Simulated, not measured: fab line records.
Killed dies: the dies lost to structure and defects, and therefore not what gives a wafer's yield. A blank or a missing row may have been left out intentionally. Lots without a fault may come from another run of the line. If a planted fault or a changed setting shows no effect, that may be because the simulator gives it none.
Tool commonality check + flow n5 finfet + Sample size 8 lots and 24 wafers

## WHY IT WAS OPENED
On 2 of the 8 lots, a flag is raised at N5_SD_EPI_N_EPI_MEAS_23 on the reading thk nm. No-fault wafers: 59.1 nm, standard deviation 1.3.
Rule: flag the lot when none of its wafers has a number, or when each of its wafers that has one lies beyond 4 standard deviations from that mean. The rest of the lots are taken to be sound.

| lot  | measured    | on            | thk nm (nm), wafer by wafer | flag    |
|------|-------------|---------------|-----------------------------|---------|
| L714 | day 4 01:27 | film metro-01 | 61.2 61.4 59.8              |         |
| L717 | day 4 20:58 | film metro-02 | 60.5 59.0 60.3              |         |
| L718 | day 5 04:22 | film metro-01 | 58.6 59.4 59.3              |         |
| L720 | day 5 12:36 | film metro-02 | 59.0 57.8 56.7              |         |
| L729 | day 7 16:51 | film metro-02 | 68.5 68.5 68.8              | FLAGGED |
| L730 | day 8 00:13 | film metro-02 | 68.4 67.6 67.2              | FLAGGED |
| L732 | day 8 19:26 | film metro-02 | 56.8 56.8 57.4              |         |
| L734 | day 9 07:04 | film metro-02 | 60.7 58.7 60.6              |         |
On average the flagged lots' numbers are 68.2 nm, which is +9.1 nm against the usual, or +7 standard deviations.

## EACH LOT AND THE TOOL IT RAN ON
Before the reading, the record contains 4 process steps out of a 1938-step route. Each cell gives the tool, then ch followed by the chambers the sampled wafers passed through, then the start.
| lot  | flag    | N5_DUMMY_GATE_STRIP_48            | N5_SPACER0_ALD_00                | N5_SD_EPI_N_ETCH_34               | N5_SD_EPI_N_EPI_21             |
|------|---------|-----------------------------------|----------------------------------|-----------------------------------|--------------------------------|
| L714 |         | rie diel-05 ch 1,2, day 3 20:47   | ald sin-02 ch 0,1,3, day 3 21:17 | rie diel-02 ch 2,3, day 3 22:05   | epi rpcvd-02 ch 0, day 3 23:44 |
| L717 |         | rie diel-01 ch 1,2,3, day 4 16:05 | ald sin-02 ch 1,2, day 4 16:40   | rie diel-03 ch 0,3, day 4 17:37   | epi rpcvd-01 ch 0, day 4 19:32 |
| L718 |         | rie diel-01 ch 1,3, day 4 22:44   | ald sin-02 ch 0,3, day 4 23:27   | rie diel-06 ch 0,2, day 5 00:16   | epi rpcvd-04 ch 0, day 5 02:27 |
| L720 |         | rie diel-04 ch 1,2,3, day 5 06:19 | ald sin-02 ch 1,2,3, day 5 06:42 | rie diel-03 ch 0,2, day 5 08:30   | epi rpcvd-01 ch 0, day 5 10:19 |
| L729 | FLAGGED | rie diel-01 ch 1,2,3, day 7 11:57 | ald sin-04 ch 0,1,3, day 7 12:27 | rie diel-02 ch 0,2,3, day 7 13:30 | epi rpcvd-01 ch 0, day 7 15:08 |
| L730 | FLAGGED | rie diel-01 ch 1,2,3, day 7 19:29 | ald sin-03 ch 0,1,3, day 7 19:52 | rie diel-06 ch 1,2,3, day 7 20:52 | epi rpcvd-01 ch 0, day 7 22:47 |
| L732 |         | rie diel-01 ch 0,2,3, day 8 14:46 | ald sin-02 ch 0,1,2, day 8 15:08 | rie diel-02 ch 0,1,3, day 8 16:05 | epi rpcvd-02 ch 0, day 8 18:00 |
| L734 |         | rie diel-04 ch 0,1,2, day 9 02:04 | ald sin-03 ch 1,3, day 9 02:46   | rie diel-06 ch 0,1,3, day 9 03:43 | epi rpcvd-04 ch 0, day 9 05:38 |
What these steps do:
- N5_DUMMY_GATE_STRIP_48: strips in N2/H2, time 20 s.
- N5_SPACER0_ALD_00: deposits SiOCN, target thk 3.5 nm, pulse time 3 s, purge time 2 s.
- N5_SD_EPI_N_ETCH_34: etches SiARC in CF4, target depth 45.5 nm, time 75.8 s.
- N5_SD_EPI_N_EPI_21: deposits Si:P, time 690 s.
- N5_SD_EPI_N_EPI_MEAS_23

## FLAGGED OVER TOTAL, TOOL BY TOOL (the gauges that took the reading come last)
| step                    | tool          | lots run | flagged | share of the flagged lots | sound lots run after its first flagged lot |
|-------------------------|---------------|----------|---------|---------------------------|--------------------------------------------|
| N5_DUMMY_GATE_STRIP_48  | rie diel-01   | 5        | 2       | all                       | 1 (L732)                                   |
| N5_DUMMY_GATE_STRIP_48  | rie diel-04   | 2        | 0       | none                      | -                                          |
| N5_DUMMY_GATE_STRIP_48  | rie diel-05   | 1        | 0       | none                      | -                                          |
| N5_SPACER0_ALD_00       | ald sin-02    | 5        | 0       | none                      | -                                          |
| N5_SPACER0_ALD_00       | ald sin-03    | 2        | 1       | some                      | 1 (L734)                                   |
| N5_SPACER0_ALD_00       | ald sin-04    | 1        | 1       | some                      | 0                                          |
| N5_SD_EPI_N_ETCH_34     | rie diel-02   | 3        | 1       | some                      | 1 (L732)                                   |
| N5_SD_EPI_N_ETCH_34     | rie diel-03   | 2        | 0       | none                      | -                                          |
| N5_SD_EPI_N_ETCH_34     | rie diel-06   | 3        | 1       | some                      | 1 (L734)                                   |
| N5_SD_EPI_N_EPI_21      | epi rpcvd-01  | 4        | 2       | all                       | 0                                          |
| N5_SD_EPI_N_EPI_21      | epi rpcvd-02  | 2        | 0       | none                      | -                                          |
| N5_SD_EPI_N_EPI_21      | epi rpcvd-04  | 2        | 0       | none                      | -                                          |
| N5_SD_EPI_N_EPI_MEAS_23 | film metro-01 | 2        | 0       | none                      | -                                          |
| N5_SD_EPI_N_EPI_MEAS_23 | film metro-02 | 6        | 2       | all                       | 2 (L732,L734)                              |

## THE TABLE: WHAT IT ALLOWS
3 rows of the table ran every flagged lot: rie diel-01 at N5_DUMMY_GATE_STRIP_48, epi rpcvd-01 at N5_SD_EPI_N_EPI_21, film metro-02 at N5_SD_EPI_N_EPI_MEAS_23.
- rie diel-01 at N5_DUMMY_GATE_STRIP_48 ran 5 lots, 2 of them flagged. Sound lots ran on it after the first flagged one (L732), which a lasting fault on the whole tool wouldn't allow.
- epi rpcvd-01 at N5_SD_EPI_N_EPI_21 ran 4 lots, 2 of them flagged. Last sound lot L720 at day 5 10:19, first flagged lot L729 at day 7 15:08; a fault beginning in between fits. Its own readings lie more than 4 standard deviations out on every wafer of the flagged lots: chamber pressure Torr.
- film metro-02 at N5_SD_EPI_N_EPI_MEAS_23 ran 6 lots, 2 of them flagged. Sound lots ran on it after the first flagged one (L732, L734), which a lasting fault on the whole tool wouldn't allow.
epi rpcvd-01 at N5_SD_EPI_N_EPI_21 is the single tool remaining.

## WHAT THE SIMULATOR HAD INSERTED
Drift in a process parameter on epi rpcvd-01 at N5_SD_EPI_N_EPI_21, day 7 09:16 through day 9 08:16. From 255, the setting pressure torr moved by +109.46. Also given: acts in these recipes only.
Lots struck among those shown: L729, L730. The rule given above showed the same thing.
